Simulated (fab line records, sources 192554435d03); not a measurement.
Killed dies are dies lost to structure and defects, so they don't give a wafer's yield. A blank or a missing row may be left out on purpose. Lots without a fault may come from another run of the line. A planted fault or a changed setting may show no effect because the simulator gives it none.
Chamber matching | flow n5_finfet | N5_BEOL_M7_CURE_74 on uv_cure-03: 3 sister chambers
The step cures SiCOH lowk, time 240 s. 6 wafers are shown with their chamber, then 10 later ones without.

WAFERS WITH THEIR CHAMBER
wafer  | chamber | wafer_temp_C_max | lamp_power_pct (%)
L077.5 | 2       | 388.3            | 52.26
L077.6 | 2       | 387.7            | 52.31
L083.5 | 0       | 388.7            | 52.22
L083.6 | 0       | 386.4            | 52.33
L090.2 | 1       | 386.7            | 52.27
L090.4 | 1       | 386.0            | 52.36

WAFERS WITHOUT THEIR CHAMBER
wafer  | wafer_temp_C_max | lamp_power_pct (%)
L090.6 | 386.9            | 52.29
L092.3 | 388.3            | 52.26
L092.4 | 388.0            | 52.35
L092.5 | 388.9            | 52.34
L091.2 | 386.4            | 52.29
L091.4 | 387.3            | 52.32
L091.6 | 386.6            | 52.39
L097.1 | 386.9            | 52.30
L097.4 | 386.5            | 52.28
L097.6 | 386.6            | 52.25

WHICH CHAMBER EACH WENT THROUGH
wafer  | from the rows above          | in truth
L090.6 | can't be placed: 1 or 0 or 2 | 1
L092.3 | can't be placed: 2 or 0 or 1 | 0
L092.4 | can't be placed: 2 or 0 or 1 | 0
L092.5 | can't be placed: 2 or 0 or 1 | 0
L091.2 | can't be placed: 1 or 0 or 2 | 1
L091.4 | can't be placed: 0 or 2 or 1 | 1
L091.6 | can't be placed: 1 or 0 or 2 | 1
L097.1 | can't be placed: 1 or 0 or 2 | 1
L097.4 | can't be placed: 1 or 0 or 2 | 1
L097.6 | can't be placed: 0 or 1 or 2 | 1
Placed correctly: 0 of 10. Can't be placed from these rows: 10 (the true chamber is among the candidates in 10). Placed wrongly: 0.
How it was worked out, from the rows above alone: a wafer's distance from a chamber is the root of the sum, over the readings, of the square of ((its reading less the chamber's mean) divided by the reading's scatter). The wafer belongs to the nearest chamber; if the next one is less than 2 further off, it can't be placed. A chamber's mean is the mean of its shown wafers. The scatter: the root of (the sum of the squares of (reading less its chamber's mean) over the shown wafers, divided by (wafers less chambers)).
